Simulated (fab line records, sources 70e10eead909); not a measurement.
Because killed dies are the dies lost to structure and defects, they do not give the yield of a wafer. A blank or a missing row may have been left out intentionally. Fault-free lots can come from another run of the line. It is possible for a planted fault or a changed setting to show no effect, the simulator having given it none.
Matching of chambers ; flow nand-harc ; NHARC_A_CONTACT_DEP_58 on pecvd-02: 3 sister chambers
The step deposits SiON, target thk 90 nm. 16 wafers are shown with their chamber, then 8 later ones without.

## EACH WAFER AND ITS CHAMBER
wafer;chamber;heater-power-w (W)
L079.1;2;896
L079.4;2;921
L079.6;0;683
L077.1;2;891
L077.3;0;699
L077.4;0;696
L085.1;1;695
L085.3;2;902
L085.6;1;737
L086.2;0;808
L086.4;0;810
L086.6;2;917
L088.2;2;889
L088.3;0;742
L088.5;2;901
L089.2;0;714

SIGNATURES, as means of the wafers listed above
reading;chamber 0;chamber 1;chamber 2;scatter within a chamber
heater-power-w;736.00;716.00;902.43;38
Rule: for each reading, subtract the chamber's mean from the wafer's reading, divide by that reading's scatter and square the result; add these up over the readings and take the root, which gives the wafer's distance from the chamber. The wafer belongs to the nearest chamber; if the next one is less than 2 further off, it can't be placed. The scatter is the square root of a quotient: the sum, over the shown wafers, of each reading's squared deviation from its chamber's mean, divided by wafers minus chambers.

## WAFERS WHOSE CHAMBER IS MISSING
wafer;heater-power-w (W)
L089.3;864
L089.4;841
L092.3;870
L092.5;829
L092.6;718
L097.1;836
L097.3;905
L097.5;852

## THE CHAMBER EACH PASSED THROUGH
wafer;from the rows above;in truth
L089.3;2;2
L089.4;can't be placed: 2 or 0 or 1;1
L092.3;2;2
L092.5;can't be placed: 2 or 0 or 1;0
L092.6;can't be placed: 1 or 0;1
L097.1;can't be placed: 2 or 0 or 1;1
L097.3;2;2
L097.5;can't be placed: 2 or 0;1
3 of 8 placed correctly. These rows do not allow placing 5 (true chamber among the candidates in 4). Number placed wrongly: 0.
